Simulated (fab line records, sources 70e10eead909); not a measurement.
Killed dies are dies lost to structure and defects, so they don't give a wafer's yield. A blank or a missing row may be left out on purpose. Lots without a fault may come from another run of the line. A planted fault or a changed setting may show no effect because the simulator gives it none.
Which tool did it? | flow nand_harc | 6 lots, 18 wafers sampled, at 2 steps of a route of 1302

WHAT THE GAUGES READ, wafer by wafer
NHARC_P_ZERO_WELL_CD_MEAS_24: target cd 720 nm.
lot  | measured     | on        | cd_nm (nm)
L896 | day 2 18:20  | cd_sem-03 | 721.7 721.4 723.5
L898 | day 3 14:38  | cd_sem-01 | 721.2 723.5 721.4
L902 | day 5 06:38  | cd_sem-02 | 723.1 722.9 719.0
L906 | day 6 22:49  | cd_sem-03 | 719.6 722.5 721.6
L910 | day 8 14:37  | cd_sem-02 | 722.7 722.8 721.6
L917 | day 11 12:54 | cd_sem-03 | 722.1 720.4 719.9

WHICH TOOL RAN EACH LOT (tool, then ch and the chambers of the sampled wafers, then the start)
lot  | NHARC_P_ZERO_WELL_EXPOSE_21
L896 | krf_scanner-04 ch 0, day 2 18:11
L898 | krf_scanner-04 ch 0, day 3 14:29
L902 | krf_scanner-04 ch 0, day 5 06:28
L906 | krf_scanner-04 ch 0, day 6 22:40
L910 | krf_scanner-03 ch 0, day 8 14:27
L917 | krf_scanner-04 ch 0, day 11 12:45
- NHARC_P_ZERO_WELL_EXPOSE_21: exposes mask P NWELL, target cd 720 nm.

THE ANSWER, worked out from the rows above alone
Rule: what is usual is taken from the lots themselves. Put in order of their means at a reading, lots are off if they are a third of the lots or fewer, leave a main group of 4 or more, and stand apart from it by a gap of 3 or more times the standard deviation of the main group's means; of several such gaps the widest counts. A main group whose means are all the same, to the digits that the tables above print for the reading, isn't used. A lot without any number at a reading at which 4 lots or more have one is off too. The other lots that the step has rows for count as sound.
No lot is off at any reading shown: from this, nothing can be told.

WHAT THE SIMULATOR HAD PUT IN
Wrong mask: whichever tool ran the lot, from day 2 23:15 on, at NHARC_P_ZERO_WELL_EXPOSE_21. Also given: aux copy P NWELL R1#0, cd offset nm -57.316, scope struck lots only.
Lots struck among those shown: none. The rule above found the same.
